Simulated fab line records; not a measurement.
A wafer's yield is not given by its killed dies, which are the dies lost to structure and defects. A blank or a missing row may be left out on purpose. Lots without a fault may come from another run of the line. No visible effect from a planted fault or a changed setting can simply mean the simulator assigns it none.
Which of the tools did it?	flow n5_finfet	10 lots with 30 wafers sampled at 5 steps, on a route of 1938 steps

== WHAT THE GAUGES SHOWED, per wafer ==
N5_BEOL_M2_CD_MEAS_35: target cd 18 nm, target cd y 22.2 nm. Usual: 18.07 nm for cd_nm, sd 0.29.
lot	measured	on	cd_nm (nm)	flag
L518	day 8 03:01	cd_sem-01	17.57 17.91 17.76	
L521	day 9 12:13	cd_sem-01	18.44 17.86 18.10	
L526	day 10 09:01	cd_sem-03	17.87 18.08 18.11	
L536	day 11 11:38	cd_sem-01	18.44 17.58 17.66	
L533	day 11 21:35	cd_sem-02	18.27 18.26 17.77	
L537	day 12 23:11	cd_sem-02	18.19 17.77 17.75	
L539	day 13 04:22	cd_sem-03	18.25 18.53 18.51	
L523	day 13 09:03	cd_sem-01	18.03 17.88 17.90	
L540	day 13 17:56	cd_sem-03	17.82 17.83 18.37	
L538	day 13 18:01	cd_sem-02	18.17 18.55 18.50	

N5_BEOL_M4_RC_MEAS_101. Usual: DIBL_N 36.0 mV/V, standard deviation 1.3; DIBL_P 36.2 mV/V, standard deviation 1.7; IOFF_N 0.155 nA/um, standard deviation 0.024; IOFF_P 0.21 nA/um, standard deviation 0.034; ION_N 674 uA/um, standard deviation 9; ION_P 463 uA/um, standard deviation 7.1; SS_N 71.4 mV/dec, standard deviation 0.5; SS_P 73.4 mV/dec, standard deviation 0.57; VT_N 250.0 mV, standard deviation 2.8; VT_P -251 mV, standard deviation 3.2.
lot	measured	on	DIBL_N (mV/V)	DIBL_P (mV/V)	IOFF_N (nA/um)	IOFF_P (nA/um)	ION_N (uA/um)	ION_P (uA/um)	SS_N (mV/dec)	SS_P (mV/dec)	VT_N (mV)	VT_P (mV)	flag
L518	day 9 19:06	prober-01	34.4 32.8 34.7	34.2 32.1 34.6	0.113 0.097 0.123	0.17 0.14 0.18	654 654 664	457 454 460	70.8 70.5 71.1	72.5 72.9 73.6	255.3 255.2 254.6	-254 -256 -253	
L521	day 11 12:30	prober-02	35.3 37.4 35.4	33.8 36.0 33.4	0.133 0.164 0.134	0.19 0.22 0.19	674 681 665	466 467 463	71.6 71.4 71.7	72.8 73.2 73.0	251.5 247.7 251.1	-251 -250 -251	
L526	day 12 11:48	prober-02	36.0 35.0 35.2	37.5 35.7 36.4	0.157 0.144 0.153	0.21 0.18 0.19	672 667 678	459 452 462	71.7 71.4 70.7	73.4 73.0 74.2	250.7 251.3 250.9	-251 -252 -251	
L536	day 13 08:01	prober-02	38.0 38.5 37.6	38.1 38.8 37.3	0.182 0.194 0.169	0.29 0.30 0.27	677 677 682	472 472 474	71.6 72.2 71.2	74.0 74.7 73.8	249.0 250.4 250.2	-244 -244 -244	
L533	day 13 23:57	prober-02	37.7 35.4 38.0	36.4 33.7 37.1	0.176 0.134 0.192	0.26 0.21 0.28	683 668 678	472 465 473	71.4 72.0 72.3	74.0 73.5 73.9	245.8 247.5 245.9	-246 -246 -243	
L537	day 14 15:31	prober-01	36.7 37.5 36.4	36.2 37.5 36.1	0.164 0.180 0.156	0.24 0.26 0.23	680 683 680	473 476 472	72.1 72.1 72.2	73.5 74.1 73.3	250.9 251.2 250.9	-246 -246 -247	
L539	day 16 13:35	prober-01	34.7 35.3 35.4	32.5 34.4 33.5	0.112 0.135 0.127	0.16 0.18 0.17	663 673 668	452 460 458	71.0 70.2 70.6	73.3 72.5 72.5	256.1 253.0 254.5	-255 -251 -253	
L523	day 15 11:17	prober-02	36.1 36.3 34.5	37.0 37.2 35.2	0.162 0.155 0.132	0.20 0.20 0.18	674 663 660	458 451 453	71.9 71.7 71.2	73.4 72.9 73.7	249.5 251.1 252.5	-251 -254 -254	
L540	day 15 22:30	prober-01	34.6 33.5 33.9	34.0 33.6 33.6	0.126 0.124 0.121	0.16 0.16 0.16	657 658 655	447 453 453	70.6 71.5 71.5	73.1 72.0 73.2	257.1 253.6 253.1	-257 -256 -256	
L538	day 16 09:26	prober-01	34.5 36.4 35.0	35.1 37.7 35.5	0.136 0.172 0.146	0.18 0.22 0.19	669 680 671	456 468 467	70.9 71.4 71.5	73.0 73.1 72.6	251.0 246.8 249.7	-253 -251 -251	

== WHAT TOOL EACH LOT RAN ON (gives the tool, then ch and the chambers of the sampled wafers, and finally the start) ==
lot	N5_BEOL_M2_SPUTTER_86	N5_BEOL_M2_ANNEAL_91	N5_BEOL_M2_SPUTTER_92
L518	pvd_sputter-03, day 8 04:55	pvd_sputter-03, day 8 05:26	pvd_sputter-03, day 8 05:34
L521	pvd_sputter-03, day 9 13:58	pvd_sputter-03, day 9 14:29	pvd_sputter-03, day 9 14:38
L526	pvd_sputter-01, day 10 10:31	pvd_sputter-01, day 10 11:02	pvd_sputter-01, day 10 11:11
L536	pvd_sputter-02, day 11 13:20	pvd_sputter-02, day 11 13:52	pvd_sputter-02, day 11 14:00
L533	pvd_sputter-02, day 11 23:44	pvd_sputter-02, day 12 00:15	pvd_sputter-02, day 12 00:23
L537	pvd_sputter-02, day 13 00:50	pvd_sputter-02, day 13 01:21	pvd_sputter-02, day 13 01:29
L539	pvd_sputter-01, day 13 05:55	pvd_sputter-01, day 13 06:26	pvd_sputter-01, day 13 06:35
L523	pvd_sputter-01, day 13 10:53	pvd_sputter-01, day 13 11:24	pvd_sputter-01, day 13 11:32
L540	pvd_sputter-02, day 13 19:36	pvd_sputter-02, day 13 20:07	pvd_sputter-02, day 13 20:16
L538	pvd_sputter-01, day 13 19:53	pvd_sputter-01, day 13 20:24	pvd_sputter-01, day 13 20:32
- N5_BEOL_M2_SPUTTER_86: material Cu, target thk 4.5 nm, time 8.29 s.
- N5_BEOL_M2_ANNEAL_91: time 240 s.
- N5_BEOL_M2_SPUTTER_92: material Cu, target thk 4.5 nm, time 8.29 s.

== AS READ BY THE TOOLS THEMSELVES (means over the sampled wafers that have a number; for cases with no such wafer, the mark the record gives instead) ==
N5_BEOL_M2_SPUTTER_86. Usual: chamber_pressure_pa 0.07001 Pa, standard deviation 0.00014; chuck_gas_flow_sccm 1.26 sccm, standard deviation 0.053; chuck_sensor_temp_C -16.1 C, standard deviation 0.38; throttle_valve_pct 29.9 %, standard deviation 1.
lot	tool	chamber_pressure_pa (Pa)	chuck_gas_flow_sccm (sccm)	chuck_sensor_temp_C (C)	throttle_valve_pct (%)	flag
L518	pvd_sputter-03	0.06981	1.22	-15.8	30.5	
L521	pvd_sputter-03	0.07012	1.24	-16.5	29.7	
L526	pvd_sputter-01	0.07004	1.26	-16.0	29.6	
L536	pvd_sputter-02	0.06999	1.22	-16.6	29.4	
L533	pvd_sputter-02	-	-	-	-	OFF
L537	pvd_sputter-02	0.07006	1.27	-16.2	28.2	
L539	pvd_sputter-01	0.07006	1.24	-15.9	30.5	
L523	pvd_sputter-01	-	-	-	-	OFF
L540	pvd_sputter-02	0.06996	1.26	-16.2	29.5	
L538	pvd_sputter-01	0.07003	1.26	-16.3	29.6	

N5_BEOL_M2_ANNEAL_91. Usual: 834 W for heater_power_w, sd 76.
lot	tool	heater_power_w (W)	flag
L518	pvd_sputter-03	793	
L521	pvd_sputter-03	846	
L526	pvd_sputter-01	827	
L536	pvd_sputter-02	807	
L533	pvd_sputter-02	783	
L537	pvd_sputter-02	817	
L539	pvd_sputter-01	788	
L523	pvd_sputter-01	896	
L540	pvd_sputter-02	842	
L538	pvd_sputter-01	888	

N5_BEOL_M2_SPUTTER_92. Usual: chamber_pressure_pa 0.06999 Pa, standard deviation 0.00015; chuck_gas_flow_sccm 1.27 sccm, standard deviation 0.06; chuck_sensor_temp_C -16.1 C, standard deviation 0.4; throttle_valve_pct 29.9 %, standard deviation 0.98.
lot	tool	chamber_pressure_pa (Pa)	chuck_gas_flow_sccm (sccm)	chuck_sensor_temp_C (C)	throttle_valve_pct (%)	flag
L518	pvd_sputter-03	0.06994	1.24	-15.8	30.4	
L521	pvd_sputter-03	0.06991	1.33	-16.4	29.7	
L526	pvd_sputter-01	0.06994	1.29	-16.0	29.5	
L536	pvd_sputter-02	0.07006	1.23	-16.7	29.2	
L533	pvd_sputter-02	0.07003	1.29	-16.6	29.2	
L537	pvd_sputter-02	0.06987	1.26	-16.2	28.0	
L539	pvd_sputter-01	0.06996	1.20	-15.8	30.7	
L523	pvd_sputter-01	0.07005	1.30	-16.2	29.2	
L540	pvd_sputter-02	0.07001	1.30	-16.2	29.4	
L538	pvd_sputter-01	0.07004	1.31	-16.2	29.8	

== THE ANSWER, worked out from the rows above alone ==
Rule: a lot is off if the mean of its wafers that have a number lies more than 3 standard deviations from the usual mean. A lot without any number at a reading at which 4 lots or more have one is off too. All remaining lots with rows at the step are treated as sound. After the gauges, taken in route order, come the tools' own readings; for these a lot's mean is taken, as printed above. The first step at which some lot is off is used, and at that step the reading that is off furthest; a lot without a number counts as furthest.
Off: L533, L523 (N5_BEOL_M2_SPUTTER_86, chamber_pressure_pa). Without a number there: L533, L523.
If a tool, at that step or one of the process steps before it, ran each lot that is off and ran no sound lot following the first of them, it fits. Of those tried, none fits.

== WHAT THE SIMULATOR HAD PUT IN ==
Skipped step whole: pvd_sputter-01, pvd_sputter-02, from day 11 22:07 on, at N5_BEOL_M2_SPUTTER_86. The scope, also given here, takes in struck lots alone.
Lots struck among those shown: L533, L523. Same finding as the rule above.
